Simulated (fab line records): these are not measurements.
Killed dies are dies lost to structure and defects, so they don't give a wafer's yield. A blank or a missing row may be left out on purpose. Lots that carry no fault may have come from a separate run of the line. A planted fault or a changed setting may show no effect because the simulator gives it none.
Which tool was responsible?	flow n5_finfet	72 wafers from 24 lots sampled at 6 of the route's 1938 steps

## WHAT THE GAUGES SHOWED, per wafer
The record lacks any reading of a measuring or inspecting step that a usual standard deviation could be used to judge.

## WHAT TOOL EACH LOT RAN ON (gives the tool, then ch and the chambers of the sampled wafers, and finally the start)
lot	N5_BEOL_M3_DEGAS_44	N5_BEOL_M3_SPUTTER_96	N5_BEOL_M4_PECVD_72	N5_BEOL_M4_ETCH_69	N5_BEOL_M4_PRE_CLEAN_45	N5_BEOL_M4_SPUTTER_48
L074	pvd_sputter-02, day 6 23:23	pvd_sputter-01, day 7 01:50	pecvd-02 ch 0,1, day 7 03:04	rie_diel-02 ch 0,1,2, day 7 06:46	pvd_sputter-02, day 7 08:43	pvd_sputter-01, day 7 09:20
L075	pvd_sputter-01, day 7 08:53	pvd_sputter-01, day 7 12:58	pecvd-03 ch 0,2, day 7 14:11	rie_diel-01 ch 0,1, day 7 17:01	pvd_sputter-01, day 7 22:04	pvd_sputter-03, day 7 23:44
L078	pvd_sputter-01, day 8 00:49	pvd_sputter-01, day 8 03:23	pecvd-02 ch 0,1,2, day 8 04:35	rie_diel-01 ch 0,1,2, day 8 06:57	pvd_sputter-02, day 8 08:10	pvd_sputter-02, day 8 08:43
L076	pvd_sputter-01, day 8 01:32	pvd_sputter-02, day 8 04:23	pecvd-01 ch 0,1, day 8 05:36	rie_diel-02 ch 0,2,3, day 8 07:36	pvd_sputter-03, day 8 08:46	pvd_sputter-02, day 8 10:38
L077	pvd_sputter-03, day 8 01:59	pvd_sputter-03, day 8 04:29	pecvd-01 ch 1,2, day 8 05:43	rie_diel-02 ch 1,2,3, day 8 07:56	pvd_sputter-01, day 8 08:53	pvd_sputter-03, day 8 10:53
L079	pvd_sputter-02, day 8 05:11	pvd_sputter-01, day 8 07:42	pecvd-02 ch 0,2, day 8 08:55	rie_diel-06 ch 0,1,3, day 8 12:35	pvd_sputter-02, day 8 13:44	pvd_sputter-02, day 8 14:24
L080	pvd_sputter-03, day 8 15:02	pvd_sputter-03, day 8 17:38	pecvd-01 ch 0,1, day 8 19:11	rie_diel-06 ch 1,2, day 8 21:59	pvd_sputter-02, day 9 02:19	pvd_sputter-02, day 9 03:03
L081	pvd_sputter-02, day 9 02:34	pvd_sputter-03, day 9 05:26	pecvd-02 ch 1,2, day 9 06:41	rie_diel-01 ch 1,2, day 9 08:30	pvd_sputter-03, day 9 11:49	pvd_sputter-02, day 9 12:25
L083	pvd_sputter-03, day 9 06:05	pvd_sputter-02, day 9 08:28	pecvd-01 ch 0,2, day 9 09:42	rie_diel-01 ch 2,3, day 9 11:32	pvd_sputter-01, day 9 12:46	pvd_sputter-02, day 9 14:15
L082	pvd_sputter-03, day 9 06:15	pvd_sputter-01, day 9 08:47	pecvd-01 ch 0,1, day 9 10:02	rie_diel-01 ch 1,2, day 9 13:07	pvd_sputter-02, day 9 16:23	pvd_sputter-03, day 9 17:07
L084	pvd_sputter-03, day 9 12:34	pvd_sputter-01, day 9 15:19	pecvd-02 ch 0,1,2, day 9 16:33	rie_diel-01 ch 1,2,3, day 9 18:20	pvd_sputter-03, day 9 19:17	pvd_sputter-02, day 9 21:16
L085	pvd_sputter-03, day 10 07:35	pvd_sputter-03, day 10 10:04	pecvd-03 ch 0,2, day 10 11:19	rie_diel-01 ch 1,3, day 10 16:36	pvd_sputter-02, day 10 17:43	pvd_sputter-02, day 10 18:22
L086	pvd_sputter-01, day 10 08:00	pvd_sputter-01, day 10 12:07	pecvd-03 ch 0,1,2, day 10 13:24	rie_diel-02 ch 2,3, day 10 18:25	pvd_sputter-02, day 10 20:52	pvd_sputter-03, day 10 21:25
L087	pvd_sputter-02, day 10 11:25	pvd_sputter-02, day 10 13:51	pecvd-03 ch 0,1,2, day 10 15:07	rie_diel-02 ch 0,2,3, day 10 18:32	pvd_sputter-02, day 10 20:57	pvd_sputter-01, day 10 23:16
L088	pvd_sputter-02, day 10 18:11	pvd_sputter-01, day 10 21:18	pecvd-01 ch 0,1, day 10 23:11	rie_diel-06 ch 1,2, day 11 01:23	pvd_sputter-01, day 11 02:50	pvd_sputter-01, day 11 03:37
L089	pvd_sputter-03, day 10 20:44	pvd_sputter-01, day 10 23:11	pecvd-01 ch 1,2, day 11 00:24	rie_diel-01 ch 0,2,3, day 11 02:34	pvd_sputter-01, day 11 03:28	pvd_sputter-02, day 11 05:40
L090	pvd_sputter-03, day 10 23:54	pvd_sputter-02, day 11 02:17	pecvd-01 ch 1,2, day 11 03:30	rie_diel-01 ch 0,1,2, day 11 07:13	pvd_sputter-01, day 11 17:23	pvd_sputter-01, day 11 19:55
L092	pvd_sputter-03, day 11 13:23	pvd_sputter-02, day 11 15:50	pecvd-01 ch 0,1, day 11 17:23	rie_diel-06 ch 0,3, day 11 21:47	pvd_sputter-01, day 12 00:58	pvd_sputter-02, day 12 01:34
L091	pvd_sputter-01, day 11 16:56	pvd_sputter-01, day 11 19:23	pecvd-01 ch 0,2, day 11 20:35	rie_diel-06 ch 1,3, day 11 23:09	pvd_sputter-01, day 12 01:28	pvd_sputter-01, day 12 02:07
L093	pvd_sputter-02, day 11 23:55	pvd_sputter-03, day 12 02:34	pecvd-03 ch 0,1,2, day 12 03:49	rie_diel-02 ch 0,1,2, day 12 05:59	pvd_sputter-01, day 12 08:16	pvd_sputter-03, day 12 08:50
L095	pvd_sputter-01, day 12 08:44	pvd_sputter-02, day 12 11:51	pecvd-02 ch 0,1,2, day 12 13:05	rie_diel-01 ch 0,1,2, day 12 17:56	pvd_sputter-02, day 12 20:28	pvd_sputter-02, day 12 21:10
L094	pvd_sputter-03, day 12 17:37	pvd_sputter-01, day 12 19:56	pecvd-02 ch 0,1, day 12 21:09	rie_diel-02 ch 0,1,3, day 12 23:32	pvd_sputter-01, day 13 02:50	pvd_sputter-01, day 13 03:28
L096	pvd_sputter-01, day 12 17:59	pvd_sputter-02, day 12 20:21	pecvd-01 ch 1,2, day 12 21:34	rie_diel-06 ch 0,3, day 13 00:26	pvd_sputter-03, day 13 03:17	pvd_sputter-01, day 13 05:37
L097	pvd_sputter-01, day 12 18:06	pvd_sputter-03, day 12 20:38	pecvd-02 ch 0,1,2, day 12 21:52	rie_diel-01 ch 0,1,3, day 13 00:41	pvd_sputter-01, day 13 22:40	pvd_sputter-03, day 13 23:39
- N5_BEOL_M3_DEGAS_44: time 60 s.
- N5_BEOL_M3_SPUTTER_96: material Cu, target thk 4.5 nm, time 8.29 s.
- N5_BEOL_M4_PECVD_72: deposits SiO2 from TEOS/O2, target thk 16 nm, time 18 s.
- N5_BEOL_M4_ETCH_69: etches SiARC in CF4, target depth 15.6 nm, time 26 s.
- N5_BEOL_M4_PRE_CLEAN_45: time 30 s.
- N5_BEOL_M4_SPUTTER_48: material Cu, target thk 4.5 nm, time 8.29 s.

## AS READ BY THE TOOLS THEMSELVES (means over the sampled wafers that have a number; for cases with no such wafer, the mark the record gives instead)
N5_BEOL_M3_DEGAS_44. Usual: heater_power_w 313 W, standard deviation 31.
lot	tool	heater_power_w (W)	flag
L074	pvd_sputter-02	319	
L075	pvd_sputter-01	307	
L078	pvd_sputter-01	307	
L076	pvd_sputter-01	299	
L077	pvd_sputter-03	329	
L079	pvd_sputter-02	330	
L080	pvd_sputter-03	324	
L081	pvd_sputter-02	321	
L083	pvd_sputter-03	330	
L082	pvd_sputter-03	322	
L084	pvd_sputter-03	322	
L085	pvd_sputter-03	330	
L086	pvd_sputter-01	293	
L087	pvd_sputter-02	289	
L088	pvd_sputter-02	292	
L089	pvd_sputter-03	315	
L090	pvd_sputter-03	317	
L092	pvd_sputter-03	317	
L091	pvd_sputter-01	287	
L093	pvd_sputter-02	324	
L095	pvd_sputter-01	313	
L094	pvd_sputter-03	331	
L096	pvd_sputter-01	298	
L097	pvd_sputter-01	288	

N5_BEOL_M3_SPUTTER_96. Usual: chamber_pressure_pa 0.06999 Pa, standard deviation 0.00014; chuck_sensor_temp_C -16.2 C, standard deviation 0.44; throttle_valve_pct 30.1 %, standard deviation 0.64.
lot	tool	chamber_pressure_pa (Pa)	chuck_sensor_temp_C (C)	throttle_valve_pct (%)	flag
L074	pvd_sputter-01	0.07010	-16.2	30.0	
L075	pvd_sputter-01	0.07001	-16.4	30.1	
L078	pvd_sputter-01	0.07003	-16.6	29.9	
L076	pvd_sputter-02	0.06984	-16.0	30.3	
L077	pvd_sputter-03	0.07002	-15.9	29.9	
L079	pvd_sputter-01	0.06992	-16.3	30.1	
L080	pvd_sputter-03	0.06990	-16.0	30.1	
L081	pvd_sputter-03	0.06995	-15.8	30.4	
L083	pvd_sputter-02	0.07003	-16.2	30.5	
L082	pvd_sputter-01	0.06989	-15.9	30.5	
L084	pvd_sputter-01	0.07000	-16.3	29.9	
L085	pvd_sputter-03	0.07010	-16.3	29.7	
L086	pvd_sputter-01	0.06992	-16.4	30.3	
L087	pvd_sputter-02	0.06993	-16.1	29.3	
L088	pvd_sputter-01	0.06982	-16.5	29.9	
L089	pvd_sputter-01	0.07003	-16.4	30.0	
L090	pvd_sputter-02	0.06999	-16.2	30.3	
L092	pvd_sputter-02	0.06999	-16.1	30.5	
L091	pvd_sputter-01	0.06982	-16.5	29.8	
L093	pvd_sputter-03	0.06989	-15.8	30.1	
L095	pvd_sputter-02	0.06997	-16.2	30.3	
L094	pvd_sputter-01	0.07001	-16.5	29.9	
L096	pvd_sputter-02	0.06997	-16.0	29.8	
L097	pvd_sputter-03	0.06991	-15.9	30.7	

N5_BEOL_M4_PECVD_72. Usual: heater_power_w 722 W, standard deviation 69; showerhead_plenum_p_Torr 8.78 Torr, standard deviation 0.047; showerhead_vpp_V 1307 V, standard deviation 91; throttle_valve_pct 22.7 %, standard deviation 1.4.
lot	tool	heater_power_w (W)	showerhead_plenum_p_Torr (Torr)	showerhead_vpp_V (V)	throttle_valve_pct (%)	flag
L074	pecvd-02	779	8.80	1393	23.1	
L075	pecvd-03	705	8.89	1320	23.1	
L078	pecvd-02	706	8.77	1352	22.8	
L076	pecvd-01	763	8.74	1212	23.7	
L077	pecvd-01	636	8.75	1315	21.7	
L079	pecvd-02	668	8.76	1318	22.0	
L080	pecvd-01	729	8.75	1213	23.7	
L081	pecvd-02	759	8.78	1318	22.6	
L083	pecvd-01	716	8.75	1334	21.0	
L082	pecvd-01	701	8.74	1209	23.7	
L084	pecvd-02	750	8.78	1364	22.8	
L085	pecvd-03	642	8.86	1333	22.5	
L086	pecvd-03	742	8.84	1303	23.2	
L087	pecvd-03	773	8.85	1295	23.2	
L088	pecvd-01	699	8.75	1232	23.1	
L089	pecvd-01	722	8.75	1252	22.9	
L090	pecvd-01	687	8.74	1326	21.7	
L092	pecvd-01	733	8.75	1234	23.2	
L091	pecvd-01	664	8.78	1299	21.6	
L093	pecvd-03	737	8.83	1289	23.3	
L095	pecvd-02	721	8.78	1343	22.7	
L094	pecvd-02	826	8.80	1395	23.3	
L096	pecvd-01	679	8.74	1338	21.8	
L097	pecvd-02	745	8.76	1350	22.8	

N5_BEOL_M4_ETCH_69. Usual: value, then standard deviation, for each; chamber_pressure_mTorr 40.00 mTorr / 0.034; drypump_motor_current_A 5.6 A / 0.53; etch_rf_on_time_s 25.7 s / 0.68; oes_product_au 0.70 a.u. / 0.076; rf_vpp_V 183.9 V / 1.3; showerhead_plenum_p_Torr 2.13 Torr / 0.072; throttle_valve_pct 15.61 % / 0.22.
lot	tool	chamber_pressure_mTorr (mTorr)	drypump_motor_current_A (A)	etch_rf_on_time_s (s)	oes_product_au (a.u.)	rf_vpp_V (V)	showerhead_plenum_p_Torr (Torr)	throttle_valve_pct (%)	flag
L074	rie_diel-02	40.01	5.8	25.3	0.75	185.0	2.19	15.47	
L075	rie_diel-01	40.01	4.9	26.5	0.62	184.2	2.07	15.83	
L078	rie_diel-01	40.01	5.3	26.4	0.68	183.9	2.12	15.66	
L076	rie_diel-02	39.96	5.8	25.4	0.80	185.1	2.20	15.48	
L077	rie_diel-02	40.01	6.1	25.6	0.77	184.0	2.13	15.49	
L079	rie_diel-06	40.01	5.8	24.6	0.75	184.0	2.14	15.45	
L080	rie_diel-06	39.98	6.1	25.0	0.74	184.4	2.13	15.56	
L081	rie_diel-01	39.99	5.8	26.1	0.74	184.6	2.14	15.62	
L083	rie_diel-01	39.97	5.6	26.1	0.76	183.3	2.13	15.41	
L082	rie_diel-01	40.02	5.8	26.1	0.73	184.5	2.14	15.63	
L084	rie_diel-01	40.01	5.5	26.4	0.71	183.4	2.11	15.62	
L085	rie_diel-01	39.95	5.3	26.5	0.69	182.7	2.07	15.63	
L086	rie_diel-02	40.03	5.9	25.4	0.75	184.6	2.16	15.52	
L087	rie_diel-02	40.00	5.8	25.5	0.75	185.7	2.19	15.52	
L088	rie_diel-06	40.01	6.0	24.8	0.72	183.6	2.13	15.59	
L089	rie_diel-01	39.98	5.4	26.1	0.70	184.1	2.13	15.51	
L090	rie_diel-01	40.02	5.3	26.4	0.65	183.6	2.11	15.71	
L092	rie_diel-06	39.99	5.6	24.4	0.69	182.9	2.12	15.61	
L091	rie_diel-06	40.00	6.1	24.9	0.74	182.8	2.08	15.48	
L093	rie_diel-02	40.03	5.9	25.3	0.70	184.2	2.17	15.55	
L095	rie_diel-01	40.00	5.3	26.5	0.64	184.2	2.10	15.74	
L094	rie_diel-02	40.01	6.0	25.7	0.70	184.0	2.14	15.57	
L096	rie_diel-06	39.95	5.7	24.6	0.69	184.2	2.19	15.54	
L097	rie_diel-01	40.00	5.0	26.2	0.63	183.4	2.07	15.72	

N5_BEOL_M4_PRE_CLEAN_45. Usual: heater_power_w 311 W, standard deviation 36.
lot	tool	heater_power_w (W)	flag
L074	pvd_sputter-02	324	
L075	pvd_sputter-01	299	
L078	pvd_sputter-02	360	
L076	pvd_sputter-03	318	
L077	pvd_sputter-01	301	
L079	pvd_sputter-02	320	
L080	pvd_sputter-02	343	
L081	pvd_sputter-03	327	
L083	pvd_sputter-01	312	
L082	pvd_sputter-02	316	
L084	pvd_sputter-03	324	
L085	pvd_sputter-02	331	
L086	pvd_sputter-02	325	
L087	pvd_sputter-02	303	
L088	pvd_sputter-01	288	
L089	pvd_sputter-01	285	
L090	pvd_sputter-01	287	
L092	pvd_sputter-01	283	
L091	pvd_sputter-01	281	
L093	pvd_sputter-01	307	
L095	pvd_sputter-02	294	
L094	pvd_sputter-01	278	
L096	pvd_sputter-03	314	
L097	pvd_sputter-01	310	

N5_BEOL_M4_SPUTTER_48. Usual: chamber_pressure_pa 0.06999 Pa, standard deviation 0.00013; chuck_sensor_temp_C -16.1 C, standard deviation 0.43; throttle_valve_pct 30.0 %, standard deviation 0.72.
lot	tool	chamber_pressure_pa (Pa)	chuck_sensor_temp_C (C)	throttle_valve_pct (%)	flag
L074	pvd_sputter-01	0.06981	-16.3	29.9	
L075	pvd_sputter-03	0.06996	-15.9	29.7	
L078	pvd_sputter-02	0.07007	-15.9	29.5	
L076	pvd_sputter-02	0.06992	-15.9	29.3	
L077	pvd_sputter-03	0.06999	-15.8	30.3	
L079	pvd_sputter-02	0.06992	-15.8	29.7	
L080	pvd_sputter-02	0.06993	-16.1	30.5	
L081	pvd_sputter-02	0.07003	-16.3	29.9	
L083	pvd_sputter-02	0.06994	-16.0	29.6	
L082	pvd_sputter-03	0.07001	-15.7	30.3	
L084	pvd_sputter-02	0.07012	-16.1	30.0	
L085	pvd_sputter-02	0.07005	-16.0	30.2	
L086	pvd_sputter-03	0.07002	-15.9	30.6	
L087	pvd_sputter-01	0.06997	-16.5	29.9	
L088	pvd_sputter-01	0.07000	-16.1	30.2	
L089	pvd_sputter-02	0.07004	-15.9	30.4	
L090	pvd_sputter-01	0.07007	-16.5	30.0	
L092	pvd_sputter-02	0.07009	-16.0	30.4	
L091	pvd_sputter-01	0.06985	-16.3	30.0	
L093	pvd_sputter-03	0.07004	-15.9	29.8	
L095	pvd_sputter-02	0.06988	-16.0	29.6	
L094	pvd_sputter-01	0.06993	-16.3	30.2	
L096	pvd_sputter-01	0.07008	-16.6	29.8	
L097	pvd_sputter-03	0.07007	-16.2	29.4	

## THE ANSWER, worked out from the rows above alone
Rule: lot off if the mean of its wafers having a number is beyond 3 standard deviations from the usual mean. Also off: a lot with no number at a reading for which 4 or more lots have one. Where the step has rows for the other lots, those lots are counted as sound. The gauges are gone through in route order, then the tools' own readings, and for those a lot's mean is taken as printed above. At the first step where some lot is off, the reading lying furthest off is the one used; lots without a number count as furthest.
Across all readings shown, no lot is off: no conclusion can be drawn from this.

## WHAT THE SIMULATOR HAD INSERTED
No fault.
